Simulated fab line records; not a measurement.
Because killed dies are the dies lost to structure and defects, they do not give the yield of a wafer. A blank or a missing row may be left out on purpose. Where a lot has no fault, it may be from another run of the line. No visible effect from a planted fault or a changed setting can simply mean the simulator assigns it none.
Matching of chambers	flow nandHarc	pecvd-03 running NHARC_A_ONON_D1_DEP_33: 3 sister chambers
The step deposits SiO2, target thk 200 nm. 16 wafers are shown with their chamber, then 8 later ones without.

## EACH WAFER AND ITS CHAMBER
wafer	chamber	heaterPowerW (W)	throttleValvePct (%)
L662.1	1	446	15.3
L662.4	2	625	15.8
L662.5	1	467	15.5
L664.1	1	600	15.4
L664.2	0	597	15.5
L664.3	2	650	15.5
L666.1	1	451	15.5
L666.2	0	618	15.5
L666.3	2	601	15.6
L667.3	1	575	15.5
L667.4	0	712	15.4
L667.6	2	703	15.4
L668.2	2	595	15.8
L668.5	1	545	15.5
L668.6	0	710	15.7
L676.1	2	662	15.8

SIGNATURES (means of the wafers above)
reading	chamber 0	chamber 1	chamber 2	scatter within a chamber
heaterPowerW	659.25	514.00	639.33	56.9
throttleValvePct	15.525	15.450	15.650	0.135
Rule: a wafer's distance from a chamber is the root of the sum, over the readings, of the square of ((its reading less the chamber's mean) divided by the reading's scatter). If the next closest chamber is less than 2 further off than the closest, the wafer can't be placed; otherwise it belongs to the closest. The scatter is the square root of a quotient: the sum, over the shown wafers, of each reading's squared deviation from its chamber's mean, divided by wafers minus chambers.

## WAFERS WHOSE CHAMBER IS MISSING
wafer	heaterPowerW (W)	throttleValvePct (%)
L676.5	745	15.7
L676.6	691	15.5
L680.2	608	15.9
L680.3	715	16.0
L680.6	575	15.4
L684.2	780	15.8
L684.3	650	15.5
L684.4	666	15.9

## EACH ONE'S CHAMBER
wafer	from the rows above	in truth
L676.5	can't be placed: 2 or 0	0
L676.6	can't be placed: 0 or 2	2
L680.2	can't be placed: 2 or 0 or 1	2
L680.3	can't be placed: 2 or 0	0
L680.6	can't be placed: 1 or 0 or 2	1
L684.2	can't be placed: 2 or 0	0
L684.3	can't be placed: 0 or 2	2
L684.4	can't be placed: 2 or 0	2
0 of 8 placed correctly. Can't be placed from these rows: 8 (the true chamber is among the candidates in 8). 0 placed wrongly.
